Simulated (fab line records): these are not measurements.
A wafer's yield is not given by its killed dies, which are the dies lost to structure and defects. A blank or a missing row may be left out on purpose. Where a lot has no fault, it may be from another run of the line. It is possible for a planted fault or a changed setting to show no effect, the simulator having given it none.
fab line records	flow nand-harc
record: lots: 13	wafers: 37	last-day: 24
route steps=1159 shown P_ZERO_WELL@16 P_STI@84 END@1159
lots that met no fault: from a run of the same line without faults
start-h: hours from the record's first day to the start of the lot's first wafer shown	wait-h: hours from the lot's prior step to this one	" unchanged from the row above	L1.1+2: several wafers, shown together as one row	- no value, or no start was given	* or withheld: withheld	< > ~ a bound
route shown NAME@n: a module of which the file shows steps, and the number in the route of the first	usual: the fault-free wafers' mean and standard deviation	same: alike in all rows	chamber/n: place in a boat	sites: the reading at each site	_std_site: standard deviation of those values	_edge_site: mean of outer sites minus mean of inner sites	radius-mm: how far each site lies from the wafer's centre	mask NAME#n: copy n	behind: the most recent tool/chamber to have shaped the wafer	hold: cause of the lot's hold/its duration in hours/its outcome	device: whichever transistor did not switch (one of n, p or np)	end of line: tests of these same wafers at the route's end	a step given without rows: its recipe and nothing more	killed: dies that structure and defects cost at the first sort, which is not the same as the wafer's yield	map: a wafer's dies, marking killed ones x, the rest . and places with no die _
set.NAME: the setting that was run; set.NAME@STEP: the one run at that earlier step	model.NAME: the simulator's own value behind a step, which no gauge read
route steps across a sampled set of lots; one table per step, one row per wafer
services: a tool's chamber out of use, with start hour (start-h, from the record's first day; less than 0 if before it), hours out, and reason
== steps ==
step: NHARC_P_ZERO_WELL_DESCUM_13
recipe: time-s: 3	o2-flow-sccm: 200	ar-flow-sccm: 0	bias-power-w: 0	chemistry: O2
usual: chamber-pressure-mTorr: 59.99/0.12	drypump-motor-current-A: 5.7/0.4	oes-product-au: 0.999/0.011	rf-vpp-V: 58.1/0.89	showerhead-plenum-p-Torr: 1.95/0.082	throttle-valve-pct: 11.311/0.01
lot.wafer	tool	chamber	start-h	wait-h	chamber-pressure-mTorr	drypump-motor-current-A	oes-product-au	rf-hours-counter-h	rf-vpp-V	showerhead-plenum-p-Torr	throttle-valve-pct
L643.1	rie-diel-01	2	13.51	-	60.09	5.2	0.992	3	56.9	2.07	11.288
L643.5	"	2	"	"	59.99	5.2	0.983	-	57.3	2.07	11.300
L643.6	"	3	"	"	60.01	5.8	1.004	-	59.7	2.00	11.307
L644.3	rie-diel-01	0	19.57	-	59.97	6.0	1.007	3	56.8	1.81	11.313
L644.4	"	1	"	"	60.04	6.3	0.982	2	58.8	1.93	11.297
L644.2	"	2	"	"	59.98	5.2	0.987	3	59.4	2.07	11.315
L645.2	rie-diel-02	0	25.58	-	59.91	5.8	0.989	2	59.2	2.02	11.336
L645.4	"	2	"	"	60.01	5.6	1.011	2	58.9	1.85	11.318
L645.1	"	3	"	"	60.01	4.8	0.996	2	59.3	1.89	11.306
L649.1	rie-diel-03	2	49.51	-	59.96	5.8	0.989	0	56.7	1.96	11.308
L649.2	"	0	"	"	59.95	5.5	0.994	0	58.4	2.00	11.304
L649.6	"	3	"	"	59.98	5.8	0.996	-	57.0	1.98	11.317
L650.2	rie-diel-02	1	55.40	-	59.97	6.1	0.997	5	58.7	1.88	11.310
L650.3	"	3	"	"	59.95	4.8	0.985	4	57.9	1.89	11.315
L650.5	"	3	"	"	59.96	4.8	0.986	-	57.6	1.89	11.319
L651.4	rie-diel-02	2	61.40	-	59.92	5.6	1.011	5	56.2	1.85	11.307
L651.3	"	1	"	"	60.03	6.1	0.998	5	58.8	1.89	11.299
L651.6	"	2	"	"	59.99	5.6	1.017	-	58.2	1.85	11.327
L652.2	rie-diel-02	3	67.42	-	59.94	4.8	0.981	5	58.0	1.89	11.317
L652.6	"	1	"	"	60.07	6.1	0.991	-	56.9	1.88	11.321
L652.5	"	2	"	"	59.95	5.7	0.998	-	55.7	1.85	11.323
L656.2	rie-diel-02	0	91.28	-	60.04	5.8	0.989	4	58.9	2.02	11.314
L656.4	"	3	"	"	59.99	4.8	0.987	-	57.0	1.89	11.310
L659.3	rie-diel-03	0	109.28	-	60.01	5.4	1.002	4	57.3	2.00	11.316
L659.1	"	1	"	"	60.05	5.6	1.013	5	57.8	2.05	11.312
L659.5	"	0	"	"	60.01	5.4	0.992	-	57.9	2.00	11.316
L660.2	rie-diel-01	3	115.27	-	59.96	5.9	1.002	9	59.4	2.00	11.308
L660.4	"	1	"	"	59.97	6.2	1.003	10	58.2	1.93	11.322
L662.1	rie-diel-01	0	127.52	-	60.03	6.0	1.004	10	56.0	1.80	11.294
L662.6	"	3	"	"	59.95	5.8	1.001	-	57.3	2.00	11.302
L662.5	"	0	"	"	60.06	6.0	1.002	-	58.6	1.81	11.302
L663.4	rie-diel-02	1	133.52	-	60.07	6.0	0.983	10	57.9	1.88	11.330
L663.1	"	0	"	"	59.95	5.7	0.993	8	57.5	2.01	11.314
L663.6	"	2	"	"	60.01	5.7	1.010	-	56.9	1.84	11.308
L664.3	rie-diel-03	3	139.28	-	59.92	5.8	0.982	6	58.6	1.98	11.314
L664.2	"	0	"	"	59.98	5.4	0.997	6	57.8	2.00	11.315
L664.6	"	2	"	"	59.93	5.9	0.997	-	59.0	1.95	11.301
step: NHARC_P_STI_OVL_MEAS_10
usual: overlay-x-nm: 2/6.3	overlay-y-nm: -2/5.8
lot.wafer	tool	chamber	start-h	wait-h	overlay-x-nm	overlay-y-nm
L643.1	overlay-01	-	39.10	-	6	-9
L643.5	"	-	"	"	7	-9
L643.6	"	-	"	"	7	-9
L644.2	overlay-01	-	39.26	-	8	-4
L644.3	"	-	"	"	7	-4
L644.4	"	-	"	"	7	-4
L645.1	overlay-01	-	47.31	-	3	-11
L645.2	"	-	"	"	3	-12
L645.4	"	-	"	"	3	-12
L649.1	overlay-02	-	73.01	-	-12	-1
L649.2	"	-	"	"	-12	-1
L649.6	"	-	"	"	-12	-2
L650.2	overlay-01	-	77.13	-	10	5
L650.3	"	-	"	"	11	5
L650.5	"	-	"	"	10	5
L651.3	overlay-01	-	82.87	-	-3	-8
L651.4	"	-	"	"	-3	-8
L651.6	"	-	"	"	-3	-9
L652.2	overlay-01	-	89.07	-	7	3
L652.5	"	-	"	"	7	3
L652.6	"	-	"	"	7	2
L656.2	overlay-02	-	114.52	-	6	-9
L656.4	"	-	"	"	6	-9
L659.1	overlay-01	-	130.71	-	11	-1
L659.3	"	-	"	"	10	-1
L659.5	"	-	"	"	10	-1
L660.2	overlay-01	-	137.75	-	-7	-9
L660.4	"	-	"	"	-7	-9
L663.1	overlay-02	-	151.40	-	-5	3
L663.4	"	-	"	"	-6	3
L663.6	"	-	"	"	-5	3
L662.1	overlay-01	-	151.56	-	2	-3
L662.5	"	-	"	"	2	-3
L662.6	"	-	"	"	2	-3
L664.2	overlay-02	-	162.70	-	0	-3
L664.3	"	-	"	"	0	-3
L664.6	"	-	"	"	0	-3
step: NHARC_P_STI_ETCH_42
recipe: target-depth-a: 800	overetch-a: 240	time-s: 61	ion-energy-ev: 200	n2-flow-sccm: 150	h2-flow-sccm: 150	ar-flow-sccm: 0	rf-w: 400	bias-w: 150	chemistry: N2/H2
usual: chamber-pressure-mTorr: 29.996/0.029	drypump-motor-current-A: 5.5/0.55	oes-product-au: 0.999/0.013	rf-vpp-V: 431.1/2.2	showerhead-plenum-p-Torr: 2.06/0.077	throttle-valve-pct: 14.171/0.0092
lot.wafer	tool	chamber	start-h	wait-h	chamber-pressure-mTorr	drypump-motor-current-A	oes-product-au	rf-hours-counter-h	rf-vpp-V	showerhead-plenum-p-Torr	throttle-valve-pct
L643.1	rie-diel-12	1	39.38	0.1	30.044	5.6	1.008	0.9	430.7	2.05	14.178
L643.6	"	2	"	"	30.034	4.9	0.984	-	433.5	2.19	14.172
L643.5	"	3	"	"	29.983	5.4	1.015	-	429.4	2.00	14.180
L644.4	rie-diel-09	2	39.52	0.1	29.954	5.5	1.002	4.7	435.9	2.21	14.166
L644.3	"	3	"	"	30.007	5.2	1.009	4.1	429.5	2.00	14.163
L644.2	"	1	"	"	29.990	6.3	1.005	4.4	431.4	2.08	14.169
L645.4	rie-diel-10	1	47.56	0.1	29.944	5.3	0.979	1.2	431.2	2.03	14.164
L645.2	"	2	"	"	29.977	4.8	1.002	0.6	430.5	2.09	14.173
L645.1	"	0	"	"	29.957	6.5	1.023	1.1	427.8	1.95	14.181
L649.1	rie-diel-10	0	73.29	0.1	30.049	6.5	1.022	1.7	428.6	1.95	14.171
L649.2	"	1	"	"	29.979	5.3	0.993	1.8	429.6	2.03	14.177
L649.6	"	3	"	"	30.031	5.2	0.978	-	433.4	2.14	14.161
L650.3	rie-diel-12	0	77.40	0.1	29.992	5.9	0.993	2.7	429.6	2.00	14.171
L650.2	"	2	"	"	30.033	4.9	1.003	2.1	433.5	2.19	14.184
L650.5	"	3	"	"	30.004	5.4	1.004	-	429.4	1.99	14.169
L651.3	rie-diel-10	2	83.13	0.1	29.984	4.8	0.991	0.9	432.4	2.09	14.156
L651.4	"	3	"	"	30.036	5.2	0.973	2.1	433.8	2.14	14.178
L651.6	"	0	"	"	30.013	6.5	1.016	-	428.9	1.95	14.163
L652.2	rie-diel-10	3	89.33	0.1	30.000	5.2	0.972	2.2	434.5	2.14	14.159
L652.6	"	1	"	"	29.983	5.3	0.989	-	430.5	2.03	14.156
L652.5	"	2	"	"	30.052	4.8	0.980	-	432.5	2.09	14.167
L656.2	rie-diel-12	2	114.79	0.1	29.986	4.9	0.999	5.1	433.0	2.19	14.186
L656.4	"	0	"	"	30.031	5.9	0.816	6.3	428.2	2.00	14.159
L659.1	rie-diel-12	3	130.97	0.1	29.978	5.4	1.012	6.7	428.9	1.99	14.162
L659.3	"	0	"	"	30.005	5.9	0.817	7.0	428.2	2.00	14.168
L659.5	"	3	"	"	30.016	5.4	1.018	-	428.7	1.99	14.170
L660.4	rie-diel-12	1	138.01	0.1	30.002	5.5	0.834	7.5	429.1	2.05	14.183
L660.2	"	2	"	"	30.006	4.9	0.994	6.8	434.5	2.19	14.164
L663.1	rie-diel-09	2	151.68	0.1	29.997	5.5	0.996	2.5	434.8	2.20	14.159
L663.6	"	2	"	"	30.002	5.5	0.996	-	434.0	2.20	14.171
L663.4	"	1	"	"	29.989	6.3	0.998	-	431.8	2.08	14.174
L662.1	rie-diel-10	1	151.82	0.1	29.993	5.3	0.982	4.0	431.2	2.03	14.177
L662.5	"	1	"	"	30.008	5.3	0.992	-	432.5	2.03	14.161
L662.6	"	2	"	"	30.021	4.8	0.997	-	432.5	2.09	14.169
L664.2	rie-diel-10	2	162.96	0.1	29.999	4.8	0.994	2.7	430.7	2.09	14.172
L664.3	"	3	"	"	29.991	5.1	0.981	4.0	434.6	2.14	14.168
L664.6	"	3	"	"	29.996	5.1	0.983	-	432.8	2.14	14.161
step: NHARC_P_STI_OCD_MEAS_17
usual: trench-depth-nm: 299/5.8	trench-foot-cd-nm: 159/3.3
lot.wafer	tool	chamber	start-h	wait-h	trench-depth-nm	trench-foot-cd-nm
L643.1	ocd-02	-	39.80	0.1	291	155
L643.5	"	-	"	"	298	157
L643.6	"	-	"	"	304	153
L644.2	ocd-01	-	39.96	0.1	307	160
L644.3	"	-	"	"	301	160
L644.4	"	-	"	"	297	159
L645.1	ocd-01	-	48.00	0.1	296	155
L645.2	"	-	"	"	299	159
L645.4	"	-	"	"	301	158
L649.1	ocd-01	-	73.75	0.1	308	154
L649.2	"	-	"	"	309	158
L649.6	"	-	"	"	288	156
L650.2	ocd-01	-	77.83	0.1	303	159
L650.3	"	-	"	"	304	162
L650.5	"	-	"	"	301	158
L651.3	ocd-01	-	83.57	0.1	291	162
L651.4	"	-	"	"	303	162
L651.6	"	-	"	"	295	161
L652.2	ocd-01	-	89.77	0.1	300	158
L652.5	"	-	"	"	295	165
L652.6	"	-	"	"	304	161
L656.2	ocd-01	-	115.23	0.1	302	156
L656.4	"	-	"	"	302	156
L659.1	ocd-01	-	131.41	0.1	295	162
L659.3	"	-	"	"	289	165
L659.5	"	-	"	"	300	162
L660.2	ocd-01	-	138.46	0.1	304	155
L660.4	"	-	"	"	290	159
L663.1	ocd-02	-	152.14	0.1	298	165
L663.4	"	-	"	"	304	162
L663.6	"	-	"	"	298	165
L662.1	ocd-01	-	152.26	0.1	293	161
L662.5	"	-	"	"	307	160
L662.6	"	-	"	"	302	163
L664.2	ocd-01	-	163.40	0.1	300	157
L664.3	"	-	"	"	303	158
L664.6	"	-	"	"	298	155
step: NHARC_END_SORT_01
recipe: temp-c: 25
usual: killed-at-array: 24/8.4	killed-at-other: 0.7/1.1	killed-at-periphery: 2.9/1.7	killed-dies: 27/8.6	killed-open: 3.3/1.8	killed-short: 1.8/1.4
same: gross-dies: 677
lot.wafer	tool	chamber	start-h	wait-h	killed-at-array	killed-at-other	killed-at-periphery	killed-dies	killed-open	killed-short
L651.3	prober-01	0	480.34	3.1	19	1	1	21	3	0
L651.4	prober-01	0	481.13	3.4	19	1	5	25	7	0
L651.6	prober-01	0	482.72	4.0	21	0	4	25	4	1
L650.2	prober-02	0	482.58	2.8	40	4	0	44	3	2
L650.3	prober-02	0	483.39	3.1	37	0	0	37	3	2
L650.5	prober-02	0	484.99	3.7	37	1	2	40	0	4
L652.2	prober-01	0	489.64	2.8	27	0	1	28	4	4
L652.5	prober-01	0	492.06	3.7	28	0	6	34	1	2
L652.6	prober-01	0	492.86	4.0	34	0	2	36	6	0
L656.2	prober-01	0	508.73	2.8	29	4	1	34	1	4
L656.4	prober-01	0	510.31	3.4	26	1	18	45	4	1
L659.1	prober-02	0	538.34	2.5	29	0	2	31	5	0
L659.3	prober-02	0	539.94	3.1	37	0	53	90	7	0
L659.5	prober-02	0	541.55	3.7	37	1	1	39	2	1
L660.2	prober-02	0	557.98	2.8	26	2	1	29	5	3
L660.4	prober-02	0	559.58	3.4	30	1	33	64	2	1
L664.2	prober-01	0	568.07	2.8	31	0	2	33	4	3
L664.3	prober-01	0	568.87	3.1	15	0	2	17	3	0
L664.6	prober-01	0	571.26	4.0	21	0	1	22	1	4
killed by level:class
L651.3 A_SLIT:chamber-film-flake=7 A_STAIRCASE:chamber-film-flake=6 A_CHANNEL_HOLE_D1:chamber-film-flake=3 P_CONTACT:geometric-particle:open=1 A_SGD_CUT:geometric-particle:open=1 A_M0:geometric-particle:open=1 A_CONTACT:chamber-film-flake=1 THIN_TSV:chamber-film-flake=1
L651.4 A_SLIT:chamber-film-flake=9 A_STAIRCASE:chamber-film-flake=6 P_CONTACT:geometric-particle:open=2 P_M0:geometric-particle:open=2 A_CONTACT:chamber-film-flake=2 P_GATE:geometric-particle:open=1 A_BLC:geometric-particle:open=1 A_M0:geometric-particle:open=1
L650.2 A_CHANNEL_HOLE_D1:chamber-film-flake=14 A_SLIT:chamber-film-flake=10 A_CONTACT:chamber-film-flake=5 A_STAIRCASE:chamber-film-flake=3 THIN_TSV:chamber-film-flake=3 A_WL_FILL:geometric-particle:short=2 A_BONDPAD:chamber-film-flake=2 A_CONTACT:geometric-particle:open=1
L651.6 A_SLIT:chamber-film-flake=13 A_CHANNEL_HOLE_D1:chamber-film-flake=3 A_M0:geometric-particle:open=2 P_M1:geometric-particle:short=1 A_CONTACT:geometric-particle:open=1 A_BLC:geometric-particle:open=1 P_ZERO_WELL:chamber-film-flake=1 P_STI:chamber-film-flake=1
L650.3 A_CHANNEL_HOLE_D1:chamber-film-flake=17 A_STAIRCASE:chamber-film-flake=6 A_SLIT:chamber-film-flake=6 A_WL_FILL:geometric-particle:short=2 A_WL_FILL:geometric-particle:open=2 A_BONDPAD:chamber-film-flake=2 A_CONTACT:geometric-particle:open=1 A_ZERO_WELL:chamber-film-flake=1
L650.5 A_CHANNEL_HOLE_D1:chamber-film-flake=12 A_SLIT:chamber-film-flake=8 A_CONTACT:chamber-film-flake=5 A_STAIRCASE:chamber-film-flake=4 A_ONON_D1:geometric-particle:short=2 P_M1:chamber-film-flake=2 A_BONDPAD:chamber-film-flake=2 A_SOURCE_PLATE:geometric-particle:short=1
L652.2 A_CHANNEL_HOLE_D1:chamber-film-flake=12 A_CONTACT:chamber-film-flake=5 A_CONTACT:geometric-particle:short=2 A_CONTACT:geometric-particle:open=2 A_STAIRCASE:chamber-film-flake=2 P_CONTACT:geometric-particle:open=1 A_CHANNEL_FILL_D1:geometric-particle:short=1 A_WL_FILL:geometric-particle:short=1
L652.5 A_CHANNEL_HOLE_D1:chamber-film-flake=17 A_CONTACT:chamber-film-flake=5 A_STAIRCASE:chamber-film-flake=4 P_M0:geometric-particle:short=2 P_GATE:chamber-film-flake=2 A_WL_FILL:chamber-film-flake=2 P_CONTACT:geometric-particle:open=1 P_STI:chamber-film-flake=1
L652.6 A_CHANNEL_HOLE_D1:chamber-film-flake=21 A_CONTACT:geometric-particle:open=4 A_M0:geometric-particle:open=2 A_STAIRCASE:chamber-film-flake=2 A_WL_FILL:chamber-film-flake=2 A_CONTACT:chamber-film-flake=2 P_STI:chamber-film-flake=1 P_GATE:chamber-film-flake=1
L656.2 A_CHANNEL_HOLE_D1:chamber-film-flake=14 A_CONTACT:chamber-film-flake=7 THIN_TSV:chamber-film-flake=4 A_WL_FILL:chamber-film-flake=2 P_STI:geometric-particle:short=1 A_CHANNEL_FILL_D1:geometric-particle:short=1 A_WL_FILL:geometric-particle:short=1 A_CONTACT:geometric-particle:open=1
L656.4 A_CHANNEL_HOLE_D1:chamber-film-flake=16 P_STI:area-etch=14 P_ZERO_WELL:chamber-film-flake=2 A_CONTACT:chamber-film-flake=2 P_GATE:geometric-particle:open=1 A_ONON_D1:geometric-particle:open=1 A_ONON_D1:geometric-particle:short=1 A_SGD_CUT:geometric-particle:open=1
L659.1 A_SLIT:chamber-film-flake=14 A_STAIRCASE:chamber-film-flake=5 A_CHANNEL_HOLE_D1:chamber-film-flake=3 A_CONTACT:chamber-film-flake=3 P_M0:geometric-particle:open=1 A_ONON_D1:geometric-particle:open=1 A_WL_FILL:geometric-particle:open=1 A_CONTACT:geometric-particle:open=1
L659.3 P_STI:area-etch=51 A_SLIT:chamber-film-flake=21 A_CHANNEL_HOLE_D1:chamber-film-flake=8 A_ONON_D1:geometric-particle:open=3 A_STAIRCASE:chamber-film-flake=2 P_GATE:geometric-particle:open=1 P_M0:geometric-particle:open=1 A_SGD_CUT:geometric-particle:open=1
L659.5 A_SLIT:chamber-film-flake=20 A_STAIRCASE:chamber-film-flake=5 A_CHANNEL_HOLE_D1:chamber-film-flake=4 A_CONTACT:chamber-film-flake=4 A_CONTACT:geometric-particle:open=1 A_CONTACT:geometric-particle:short=1 A_BLC:geometric-particle:open=1 P_M1:chamber-film-flake=1
L660.2 A_CHANNEL_HOLE_D1:chamber-film-flake=10 A_WL_FILL:chamber-film-flake=5 A_STAIRCASE:chamber-film-flake=3 A_CONTACT:geometric-particle:open=2 A_CONTACT:chamber-film-flake=2 P_BONDPAD:geometric-particle:open=1 A_ONON_D1:geometric-particle:short=1 A_SGD_CUT:geometric-particle:open=1
L660.4 P_STI:area-etch=32 A_CHANNEL_HOLE_D1:chamber-film-flake=21 A_STAIRCASE:chamber-film-flake=3 A_CONTACT:chamber-film-flake=3 P_M0:geometric-particle:open=1 A_SOURCE_PLATE:geometric-particle:open=1 A_SGD_CUT:geometric-particle:short=1 A_WL_FILL:chamber-film-flake=1
L664.2 A_CONTACT:chamber-film-flake=13 A_CHANNEL_HOLE_D1:chamber-film-flake=9 A_WL_FILL:geometric-particle:short=3 A_STAIRCASE:chamber-film-flake=2 A_ONON_D1:geometric-particle:open=1 A_SGD_CUT:geometric-particle:open=1 A_M0:geometric-particle:open=1 A_M1:geometric-particle:open=1
L664.3 A_CHANNEL_HOLE_D1:chamber-film-flake=6 A_CONTACT:chamber-film-flake=4 A_CONTACT:geometric-particle:open=2 P_ZERO_WELL:chamber-film-flake=2 A_STAIRCASE:chamber-film-flake=2 A_CHANNEL_FILL_D1:geometric-particle:open=1
L664.6 A_CHANNEL_HOLE_D1:chamber-film-flake=8 A_CONTACT:chamber-film-flake=7 A_M0:geometric-particle:short=2 A_ONON_D1:geometric-particle:short=1 A_CONTACT:geometric-particle:short=1 A_BLC:geometric-particle:open=1 P_ZERO_WELL:chamber-film-flake=1 A_STAIRCASE:chamber-film-flake=1
== services ==
tool	chamber	start-h	hours	kind
rie-diel-03	1	-8.61	4.3	repair
rie-diel-10	-	-0.50	9.0	pm
rie-diel-03	2	5.34	2.9	repair
rie-diel-02	-	8.53	0.6	repair
rie-diel-10	2	9.17	16.8	repair
rie-diel-01	2	11.19	1.2	repair
rie-diel-12	-	25.40	9.0	pm
rie-diel-02	0	25.75	11.2	repair
rie-diel-03	-	38.30	9.0	pm
rie-diel-09	-	40.06	1.1	repair
rie-diel-12	2	47.65	11.7	repair
rie-diel-02	2	53.72	4.6	repair
rie-diel-10	2	59.10	22.0	repair
rie-diel-09	3	66.56	1.6	repair
rie-diel-09	-	77.10	9.0	pm
rie-diel-02	1	85.22	6.8	repair
rie-diel-10	2	106.30	16.7	repair
rie-diel-02	1	113.43	1.4	repair
rie-diel-10	3	124.63	5.4	repair
rie-diel-03	0	132.94	2.5	repair
rie-diel-01	-	137.80	9.0	pm
rie-diel-12	0	143.87	17.7	repair
rie-diel-02	-	150.80	9.0	pm
rie-diel-02	1	161.31	1.3	repair
== key ==
first-sign: step: NHARC_P_STI_ETCH_42	reading: oes-product-au	direction: down	sigmas: 13	usual: 0.999	struck: 0.822
effect: step: NHARC_END_SORT_01	reading: killed-at-periphery	direction: up	sigmas: 19	usual: 2.9	struck: 34.7
more-kills-born-at: NHARC_P_STI_ETCH_42@rie-diel-12: 97
met-at NHARC_P_STI_ETCH_42
struck-lots L656,L659,L660
struck-wafers L656.4,L659.3,L660.4
tester-left-out L656,L659,L660
not-acting-at NHARC_P_ZERO_WELL_DESCUM_13,NHARC_P_STI_OVL_MEAS_10,NHARC_P_STI_OCD_MEAS_17
onset-between 77.40 114.79
fault: kind: process-parameter-drift	tool: rie-diel-12	chamber: -	onset-h: 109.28	steps: NHARC_P_STI_ETCH_42	channel: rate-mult	offset: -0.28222	shape: step	end-h: 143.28	scope: struck-wafers-only
tester-left-out: of these lots the tester's yield and bins aren't shown, on N5 and GAA mostly nor the transistor test; their killed dies are dies lost to structure and defects alone, not to doping, threshold or leakage, so they don't give the yield
